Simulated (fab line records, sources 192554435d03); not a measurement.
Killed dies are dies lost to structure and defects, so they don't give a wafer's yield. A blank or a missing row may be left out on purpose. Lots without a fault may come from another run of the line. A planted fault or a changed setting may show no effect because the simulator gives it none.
Problem report in the 8D (eight disciplines) form, filled by code | flow n5_finfet | the parts of the form that need people (team, actions taken, sign-off) are left out

1. THE PROBLEM
spin_speed_rpm at N5_BEOL_M2_COAT_62 reads a mean of 1866.3 rpm on 9 wafers of 3 lots; wafers without a fault read 1499.9 rpm with a standard deviation of 0.91. That is +99 or more standard deviations from the usual mean.
The step: time 60 s, resist thk 12 nm.
First seen on wafer L359.1, day 9 22:59, on litho_track-02. The record holds 15 wafers of 5 lots with a number at this step. Rule for "out", or "out of limits": more than 4 standard deviations from the usual mean. The other wafers with a number count as sound.

2. WHAT IT IS AND WHAT IT IS NOT
question                    | is                     | is not
which readings at this step | spin_speed_rpm         | -
which lots                  | L359, L361, L363       | L354, L364
which wafers of those lots  | all that have a number | -
read on which tools         | litho_track-02         | litho_track-01
when                        | from day 9 22:59       | up to then (3 sound wafers); but 3 sound wafers of L364 came after

3. SUSPECTS, AND WHAT RULES EACH OUT
Counting: a tool at a process step up to the reading stays a suspect if it ran every lot that is out and no sound lot after the first of them.
- litho_track-02 at N5_BEOL_M2_COAT_62 (time 60 s, resist thk 12 nm): kept. It ran every lot that is out, first L359 (day 9 22:59), and no sound lot after that; its last sound lot up to then is L354 (day 8 03:11). Its own readings are out on those wafers: spin_speed_rpm.
Left after counting: litho_track-02 at N5_BEOL_M2_COAT_62.

4. THE CAUSE (what the simulator had put in)
Process parameter drift: litho_track-02, from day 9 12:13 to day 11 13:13, at N5_BEOL_M2_COAT_62. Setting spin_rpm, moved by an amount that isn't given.
Counting left only this tool.

5. THE CHAIN OF EFFECTS, in route order
Each row: a reading whose mean over the struck wafers that have a number lies more than 3 standard deviations from the usual. Only readings for which the record gives a usual standard deviation are gone through. hours: the time from each lot's start at the first step in this table that gives one to its start at this step, as a median over the lots. sigmas: the change in usual standard deviations.
hours | step               | reading           | usual      | on struck wafers | change | sigmas
0     | N5_BEOL_M2_COAT_62 | spin_speed_rpm    | 1499.9 rpm | 1866.3           | +366.4 | +99 or more
1     | N5_BEOL_M2_ETCH_63 | etch_rf_on_time_s | 26.2 s     | 23.1             | -3.1   | -3.5
The process steps in it:
- N5_BEOL_M2_COAT_62: time 60 s, resist thk 12 nm.
- N5_BEOL_M2_ETCH_63: etches SiARC in CF4, target depth 15.6 nm, time 26 s.
Later measuring or inspecting steps at which every struck wafer that the step has a row for has a number for every such reading, and none has moved that far: N5_BEOL_M4_RC_MEAS_101.

6. WHAT WOULD HAVE CAUGHT IT SOONER
In this record the first reading out of limits was taken at day 9 22:59, 11 hours after the fault began at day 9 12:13.
